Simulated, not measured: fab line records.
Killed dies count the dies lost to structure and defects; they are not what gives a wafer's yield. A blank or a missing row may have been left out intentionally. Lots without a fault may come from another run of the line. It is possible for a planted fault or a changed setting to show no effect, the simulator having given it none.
Comparing a struck lot with a sound one :: flow n5_finfet :: 40 out of 1938 route steps
Sound: these wafers, L340.1, L340.2, L340.5. Struck: wafers L345.3, L345.6 (left out: L345.1, a lot-mate that was not struck); the cause follows at the end.
Per side, at each step with rows, come the tool, then ch with its chambers, and then its first start. Under that, the readings that differ: sound wafers :: struck wafers :: difference of the means :: sigmas: that difference in standard deviations of wafers without a fault.
alike: readings whose means differ by less than 2 such deviations, and words and numbers that are the same on both sides. not compared: withheld readings, readings that some wafer has no value for, bounds like >300 that may hide the same value, and numbers for which the record gives no deviation and whose values overlap.
A row with sigmas, a row that says differs or no value, or rows on one side alone: a step with any of these is where the two part. When numbers do not overlap yet have no deviation, they are printed without sigmas and do not part them. A reading missing from all wafers of one side parts the sides only when that side holds two or more wafers.

first, 10 steps without rows for these wafers: N5_PMOS_HMC_CHANNEL_EPI_PRECLEAN_37 (cleans in O3/DIW, time 45 s); N5_PMOS_HMC_CHANNEL_EPI_PRECLEAN_24 (cleans in DHF, time 30 s); N5_PMOS_HMC_CHANNEL_EPI_SRD_25 (time 30 s); N5_PMOS_HMC_CHANNEL_EPI_EPI_26 (deposits Si from SiH4/H2, target thk 3.8 nm, time 22.7 s); N5_FIN_SAQP_PRECLEAN_42 (cleans in O3/DIW, time 60 s); N5_FIN_SAQP_PRECLEAN_00 (cleans in SC1, time 60 s); N5_FIN_SAQP_PRECLEAN_44 (cleans in SC2, time 45 s); N5_FIN_SAQP_SRD_01 (time 30 s); N5_FIN_SAQP_ALD_61 (deposits SiO2, target thk 4 nm, pulse time 1 s, purge time 2 s); N5_FIN_SAQP_DENSIFY_62 (time 60 s).
N5_FIN_SAQP_HM_DEP_03: deposits SiNx from SiH4/NH3/N2, target thk 38 nm, time 33.6 s.
  sound on pecvd-04 ch 1,2, day 2 14:42; struck on pecvd-04 ch 0,2, day 3 20:59
reading: susceptor_temp_C (C)
sound: 399.94 399.41 399.66
struck: 400.26 400.01
difference: +0.46
sigmas: +2

reading: model.SiNx_of_FIN_SAQP_HM_DEP_03.thk_nm (nm)
sound: 37.71 37.2 38.51
struck: 57 57.2
difference: +19
sigmas: 
  alike: heater_power_w, showerhead_plenum_p_Torr, throttle_valve_pct
N5_FIN_SAQP_THK_MEAS_05:
  struck on film_metro-02, day 3 21:05; sound on film_metro-02, day 2 14:47
reading: thk_nm (nm)
sound: 37.7 37.1 38.5
struck: 57.0 57.2
difference: +19.3
sigmas: +41
then, 24 steps without rows for these wafers: N5_FIN_SAQP_PECVD_47 (deposits a-Si from SiH4/He, target thk 45 nm, time 36.3 s); N5_FIN_SAQP_PECVD_48 (deposits SiNx from SiH4/NH3/N2, target thk 25 nm, time 22.1 s); N5_FIN_SAQP_PECVD_06 (deposits a-Si from SiH4/He, target thk 60 nm, time 48.1 s); N5_FIN_SAQP_HM_DEP_72 (deposits SiO2 from SiH4/N2O, target thk 12 nm, time 7.2 s); N5_FIN_SAQP_COAT_49 (time 60 s, resist thk 100 nm); N5_FIN_SAQP_COAT_50 (time 60 s, resist thk 35 nm); N5_FIN_SAQP_COAT_10 (resist thk 90 nm); N5_FIN_SAQP_EBR_12; N5_FIN_SAQP_SOFTBAKE_11 (time 60 s); N5_FIN_SAQP_EXPOSE_13 (exposes mask FIN CORE, target cd 35.6 nm); N5_FIN_SAQP_PEB_14 (peb time 60 s); N5_FIN_SAQP_DEVELOP_15 (develop time 30 s); N5_FIN_SAQP_DESCUM_21 (chemistry O2, time 7.9 s); N5_FIN_SAQP_ETCH_51 (etches SiARC in CF4, target depth 45.5 nm, time 75.8 s); N5_FIN_SAQP_ETCH_52 (etches SOC in N2/H2, target depth 100 nm, overetch 20 nm, time 150 s); N5_FIN_SAQP_STRIP_53 (strips in N2/H2); N5_FIN_SAQP_HM_OPEN_73 (chemistry CHF3/O2, target SiO2, stops on a-Si, target depth 12 nm, time 16.8 s); N5_FIN_SAQP_STRIP_74 (strips in CHF3/O2); N5_FIN_SAQP_MANDREL_ETCH_22 (etches a-Si in HBr/Cl2, stops on SiNx, target depth 60 nm, bt time 10 s, time 30 s); N5_FIN_SAQP_STRIP_55 (strips in N2/H2); N5_FIN_SAQP_STRIP_23 (strips in SPM, time 750 s); N5_FIN_SAQP_SRD_66 (time 30 s); N5_FIN_SAQP_RECESS_75 (chemistry HF/NH3, target SiO2, target depth 14.4 nm, afs cycles 3, sublimation time 60 s); N5_FIN_SAQP_SPACER1_ALD_24 (deposits SiO2, target thk 20.3 nm, pulse time 1 s, purge time 2 s).
N5_FIN_SAQP_HM_OPEN_33: chemistry CH3F/O2, target SiNx, target depth 49.4 nm, time 70.6 s.
  sound on rie_diel-03 ch 2,3, day 2 19:28; struck on rie_diel-04 ch 1, day 4 01:43
reading: etch_rf_on_time_s (s)
sound: 69.7 68.3 71.4
struck: 107.3 108.3
difference: +38.0
sigmas: +22

reading: model.etch.depth_nm (nm)
sound: 36.98 36.53 37.78
struck: 56.32 56.51
difference: +19.32
sigmas: 
  alike: chamber_pressure_mTorr, drypump_motor_current_A, oes_f_703_au, oes_product_au, rf_vpp_V, showerhead_plenum_p_Torr, throttle_valve_pct
  not compared: rf_hours_counter_h, model.FIN_SAQP.cd_nm
N5_FIN_SAQP_FIN_ETCH_36: etches the open film in HBr/Cl2/O2, target depth 120 nm, time 50.4 s.
  sound on rie_si-02 ch 1,2, day 2 19:45; struck on rie_si-06 ch 1,2, day 4 02:01
reading: model.FIN_SAQP.cd_nm (nm)
sound: 8 8.2 8.2
struck: 7.8 7.8
difference: -0.3
sigmas: 
  alike: chamber_pressure_mTorr, drypump_motor_current_A, oes_product_au, throttle_valve_pct
  not compared: rf_hours_counter_h
N5_STI_FIN_REVEAL_RECESS_09: chemistry HF/NH3, target SiO2, afs cycles 11, target depth 42.5 nm, sublimation time 60 s.
  sound on vapor_etch-02 ch 0,1, day 3 03:33; struck on vapor_etch-01 ch 1, day 4 09:40
reading: model.SiNx_of_FIN_SAQP_HM_DEP_03.thk_nm (nm)
sound: 18 17.2 18.4
struck: 37.4 37.4
difference: +19.5
sigmas: 
  alike: drypump_motor_current_A
-- record jumps: 5 days separate the struck wafers' starts on either side; left off in module STI_FIN_REVEAL, taken up again in module BEOL_M4, whose first shown step is the route's number 1111 --
N5_BEOL_M4_RC_MEAS_101:
  sound on prober-02 ch 0, day 8 17:53; struck on prober-02 ch 0, day 9 20:17
reading: DIBL_N (mV/V)
sound: 35.0 37.5 37.7
struck: 33.7 33.6
difference: -3.1
sigmas: -2

reading: IOFF_N (nA/um)
sound: 0.139 0.190 0.194
struck: 0.118 0.119
difference: -0.056
sigmas: -2

reading: VT_N (mV)
sound: 250.9 244.7 245.4
struck: 254.5 255.7
difference: +8.1
sigmas: +3
  alike: DIBL_P, IOFF_P, ION_N, ION_P, SS_N, SS_P, VT_P

WHERE THEY PART
Last at N5_BEOL_M4_RC_MEAS_101 as far as this record goes, first at N5_FIN_SAQP_HM_DEP_03.

WHY: what had been put in by the simulator
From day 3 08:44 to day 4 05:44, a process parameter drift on pecvd-04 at N5_FIN_SAQP_HM_DEP_03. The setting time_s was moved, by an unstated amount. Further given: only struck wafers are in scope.
